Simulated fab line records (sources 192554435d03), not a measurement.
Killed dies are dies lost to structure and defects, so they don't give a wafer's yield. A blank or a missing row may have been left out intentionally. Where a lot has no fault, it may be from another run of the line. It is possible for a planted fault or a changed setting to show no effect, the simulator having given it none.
Chamber matching :: flow n5 finfet :: N5_BEOL_M11_STRIP_19 on rie diel-02 has 4 sister chambers
The step strips in O2. 24 wafers are shown with their chamber, then 12 later ones without.

== EACH WAFER AND ITS CHAMBER ==
wafer: L075.1
chamber: 2
showerhead plenum p Torr (Torr): 2.17
drypump motor current A (A): 6.1
oes product au (a.u.): 0.75

wafer: L075.5
chamber: 0
showerhead plenum p Torr (Torr): 2.17
drypump motor current A (A): 5.1
oes product au (a.u.): 0.73

wafer: L075.6
chamber: 1
showerhead plenum p Torr (Torr): 2.14
drypump motor current A (A): 5.8
oes product au (a.u.): 0.88

wafer: L078.2
chamber: 0
showerhead plenum p Torr (Torr): 2.16
drypump motor current A (A): 5.1
oes product au (a.u.): 0.71

wafer: L078.3
chamber: 3
showerhead plenum p Torr (Torr): 1.92
drypump motor current A (A): 5.2
oes product au (a.u.): 0.76

wafer: L078.6
chamber: 0
showerhead plenum p Torr (Torr): 2.16
drypump motor current A (A): 5.1
oes product au (a.u.): 0.71

wafer: L083.1
chamber: 0
showerhead plenum p Torr (Torr): 2.16
drypump motor current A (A): 5.1
oes product au (a.u.): 0.72

wafer: L083.4
chamber: 2
showerhead plenum p Torr (Torr): 2.17
drypump motor current A (A): 6.1
oes product au (a.u.): 0.74

wafer: L083.5
chamber: 2
showerhead plenum p Torr (Torr): 2.17
drypump motor current A (A): 6.1
oes product au (a.u.): 0.74

wafer: L079.1
chamber: 1
showerhead plenum p Torr (Torr): 2.13
drypump motor current A (A): 5.9
oes product au (a.u.): 0.86

wafer: L079.5
chamber: 0
showerhead plenum p Torr (Torr): 2.16
drypump motor current A (A): 5.1
oes product au (a.u.): 0.71

wafer: L079.6
chamber: 3
showerhead plenum p Torr (Torr): 1.92
drypump motor current A (A): 5.1
oes product au (a.u.): 0.77

wafer: L080.1
chamber: 1
showerhead plenum p Torr (Torr): 2.13
drypump motor current A (A): 5.8
oes product au (a.u.): 0.86

wafer: L080.4
chamber: 3
showerhead plenum p Torr (Torr): 1.92
drypump motor current A (A): 5.2
oes product au (a.u.): 0.76

wafer: L080.6
chamber: 1
showerhead plenum p Torr (Torr): 2.13
drypump motor current A (A): 5.8
oes product au (a.u.): 0.86

wafer: L086.3
chamber: 0
showerhead plenum p Torr (Torr): 2.16
drypump motor current A (A): 5.1
oes product au (a.u.): 0.71

wafer: L086.4
chamber: 3
showerhead plenum p Torr (Torr): 1.92
drypump motor current A (A): 5.1
oes product au (a.u.): 0.75

wafer: L086.5
chamber: 0
showerhead plenum p Torr (Torr): 2.16
drypump motor current A (A): 5.1
oes product au (a.u.): 0.70

wafer: L089.2
chamber: 0
showerhead plenum p Torr (Torr): 2.16
drypump motor current A (A): 5.1
oes product au (a.u.): 0.71

wafer: L089.3
chamber: 3
showerhead plenum p Torr (Torr): 1.92
drypump motor current A (A): 5.1
oes product au (a.u.): 0.76

wafer: L089.5
chamber: 2
showerhead plenum p Torr (Torr): 2.16
drypump motor current A (A): 6.1
oes product au (a.u.): 0.72

wafer: L093.1
chamber: 0
showerhead plenum p Torr (Torr): 2.16
drypump motor current A (A): 5.1
oes product au (a.u.): 0.70

wafer: L093.2
chamber: 2
showerhead plenum p Torr (Torr): 2.16
drypump motor current A (A): 6.1
oes product au (a.u.): 0.72

wafer: L093.4
chamber: 0
showerhead plenum p Torr (Torr): 2.16
drypump motor current A (A): 5.1
oes product au (a.u.): 0.70

SIGNATURES (means of the wafers above)
reading: showerhead plenum p Torr
chamber 0: 2.1610
chamber 1: 2.1325
chamber 2: 2.1660
chamber 3: 1.9200
scatter within a chamber: 0.00377

reading: drypump motor current A
chamber 0: 5.100
chamber 1: 5.825
chamber 2: 6.100
chamber 3: 5.140
scatter within a chamber: 0.0312

reading: oes product au
chamber 0: 0.7100
chamber 1: 0.8650
chamber 2: 0.7340
chamber 3: 0.7600
scatter within a chamber: 0.01
Rule: a wafer lies at a distance from a chamber equal to the root of the sum of squares, over the readings, of (its reading less the chamber's mean, divided by the reading's scatter). If the next closest chamber is less than 2 further off than the closest, the wafer can't be placed; otherwise it belongs to the closest. The scatter is the square root of a quotient: the sum, over the shown wafers, of each reading's squared deviation from its chamber's mean, divided by wafers minus chambers.

== WAFERS WITH NO CHAMBER GIVEN ==
wafer: L091.1
showerhead plenum p Torr (Torr): 2.16
drypump motor current A (A): 6.1
oes product au (a.u.): 0.71

wafer: L091.2
showerhead plenum p Torr (Torr): 2.15
drypump motor current A (A): 5.1
oes product au (a.u.): 0.70

wafer: L091.6
showerhead plenum p Torr (Torr): 2.16
drypump motor current A (A): 6.1
oes product au (a.u.): 0.73

wafer: L095.2
showerhead plenum p Torr (Torr): 2.16
drypump motor current A (A): 6.1
oes product au (a.u.): 0.71

wafer: L095.5
showerhead plenum p Torr (Torr): 2.13
drypump motor current A (A): 5.8
oes product au (a.u.): 0.84

wafer: L095.6
showerhead plenum p Torr (Torr): 2.16
drypump motor current A (A): 6.1
oes product au (a.u.): 0.72

wafer: L097.2
showerhead plenum p Torr (Torr): 2.13
drypump motor current A (A): 5.9
oes product au (a.u.): 0.84

wafer: L097.3
showerhead plenum p Torr (Torr): 1.91
drypump motor current A (A): 5.1
oes product au (a.u.): 0.74

wafer: L097.5
showerhead plenum p Torr (Torr): 2.13
drypump motor current A (A): 5.8
oes product au (a.u.): 0.83

wafer: L096.1
showerhead plenum p Torr (Torr): 2.15
drypump motor current A (A): 5.1
oes product au (a.u.): 0.70

wafer: L096.2
showerhead plenum p Torr (Torr): 2.16
drypump motor current A (A): 6.0
oes product au (a.u.): 0.72

wafer: L096.4
showerhead plenum p Torr (Torr): 2.16
drypump motor current A (A): 6.1
oes product au (a.u.): 0.71

== THE CHAMBER EACH PASSED THROUGH ==
wafer: L091.1
from the rows above: 2
in truth: 2

wafer: L091.2
from the rows above: 0
in truth: 0

wafer: L091.6
from the rows above: 2
in truth: 2

wafer: L095.2
from the rows above: 2
in truth: 2

wafer: L095.5
from the rows above: 1
in truth: 1

wafer: L095.6
from the rows above: 2
in truth: 2

wafer: L097.2
from the rows above: 1
in truth: 1

wafer: L097.3
from the rows above: 3
in truth: 3

wafer: L097.5
from the rows above: 1
in truth: 1

wafer: L096.1
from the rows above: 0
in truth: 0

wafer: L096.2
from the rows above: 2
in truth: 2

wafer: L096.4
from the rows above: 2
in truth: 2
12 of 12 placed correctly. From these rows, 0 cannot be placed. 0 placed wrongly.
